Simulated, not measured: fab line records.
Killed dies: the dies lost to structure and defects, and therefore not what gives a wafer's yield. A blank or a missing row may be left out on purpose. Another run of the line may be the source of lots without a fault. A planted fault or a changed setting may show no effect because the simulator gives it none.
Lot-split experiment	flow n5Finfet	route with 1938 steps; 7 lots, 21 wafers read

## THE SPLIT
At N5_HKMG_FIN_COAT_43 (resist thk 90 nm), the setting spinRpm was moved away from the recipe's 1500 rpm on 10 of the 21 wafers read, by -10.9% to +10.3%. This setting was run at the recipe's value on the other wafers.

## FROM THE SPLIT TO THE READING: what the file shows between them, 2 steps
- N5_HKMG_FIN_EXPOSE_46: exposes mask NDIPOLE (also split here: doseMj)
- N5_HKMG_FIN_PEB_47: peb time 60 s

## THE READING
CAR-ArF_of_HKMG_FIN_COAT_43.thkNm (the simulator's own value, which no gauge read), in nm, at N5_HKMG_FIN_DEVELOP_48 (develop time 30 s). No usual value for it is given in the file. Average 88.5 nm, standard deviation 0.2 nm, over the 11 wafers here run with the recipe.

wafer	tool, chamber at the split	spinRpm as run, rpm	against the recipe	CAR-ArF_of_HKMG_FIN_COAT_43.thkNm, nm	against lot-mates on the recipe
L075.1	lithoTrack-04, 0	1626	+8.4%	84.6	-3.8
L075.3	lithoTrack-04, 0	1626	+8.4%	84.6	-3.8
L075.5	lithoTrack-04, 0	1500	recipe	88.4	-
L076.1	lithoTrack-01, 0	1500	recipe	88.4	-
L076.2	lithoTrack-01, 0	1500	recipe	88.4	-
L076.4	lithoTrack-01, 0	1500	recipe	88.6	-
L079.1	lithoTrack-04, 0	1500	recipe	88.6	-
L079.2	lithoTrack-04, 0	1654	+10.3%	84.2	-4.4
L079.4	lithoTrack-04, 0	1654	+10.3%	84.4	-4.2
L084.4	lithoTrack-04, 0	1405	-6.3%	91.2	+3.0
L084.5	lithoTrack-04, 0	1500	recipe	88	-
L084.6	lithoTrack-04, 0	1500	recipe	88.4	-
L088.1	lithoTrack-01, 0	1500	recipe	88.4	-
L088.2	lithoTrack-01, 0	1336	-10.9%	94	+5.6
L088.4	lithoTrack-01, 0	1336	-10.9%	93.6	+5.2
L094.1	lithoTrack-04, 0	1414	-5.7%	91.2	+2.6
L094.5	lithoTrack-04, 0	1414	-5.7%	91.6	+3.0
L094.6	lithoTrack-04, 0	1500	recipe	88.6	-
L096.1	lithoTrack-04, 0	1500	recipe	88.8	-
L096.4	lithoTrack-04, 0	1500	recipe	88.6	-
L096.6	lithoTrack-04, 0	1422	-5.2%	91	+2.3

FIT RESULTS
A straight line over all 21 wafers: CAR-ArF_of_HKMG_FIN_COAT_43.thkNm changes by -0.456 nm for each +1% of spinRpm; r = -1.00; the points scatter about the line by 0.27 nm.
The same after taking each lot's own level away (the mean of its wafers on the recipe; 21 wafers): -0.459 nm for each +1%; r = -1.00; scatter 0.21 nm.
Per that fit: largest spinRpm move, reading shift of 5 nm.
Across the lots, their own levels run from 88.20 to 88.70 nm, a range of 2.6 times the standard deviation given above.
So the lot-to-lot level changes the slope little: the two slopes agree.
Check: with one of the wafers moved furthest among these (-10.9%) left out of the fit, the line predicts +5 nm for it against its lot-mates. Against them it came out at +5.6 nm.

## THE OTHER SPLITS THESE WAFERS WENT THROUGH
Note: prior to the reading, these wafers also went through further splits. Each is held against what the fit with the lots' levels taken away leaves over:
other split on the same wafers	wafers away from the commonest value	r with CAR-ArF_of_HKMG_FIN_COAT_43.thkNm (lot level and that fit taken away)
N5_SD_EPI_N_PEB_07 pebTempC	8	+0.02
N5_SD_EPI_N_ETCH_16 targetDepthA	6	+0.32
N5_SDB_COAT_05 spinRpm	7	-0.09
N5_HKMG_FIN_EXPOSE_46 doseMj	4	-0.05

## THE WHOLE CHAIN: every reading that the file lists as answering this split, in the file's order
step	what it does	reading	change (the file's fit)	r (the file's)
N5_HKMG_FIN_COAT_43	resist thk 90 nm	CAR-ArF_of_HKMG_FIN_COAT_43.thkNm (the simulator's own value, which no gauge read)	-0.468 nm for each +1% of the setting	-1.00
N5_HKMG_FIN_DEVELOP_48	develop time 30 s	CAR-ArF_of_HKMG_FIN_COAT_43.thkNm (the simulator's own value, which no gauge read)	-0.46 nm for each +1% of the setting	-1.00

## THE FILE'S OWN FIT
CAR-ArF_of_HKMG_FIN_COAT_43.thkNm changes by -0.46 nm for each +1% of spinRpm, r = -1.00.
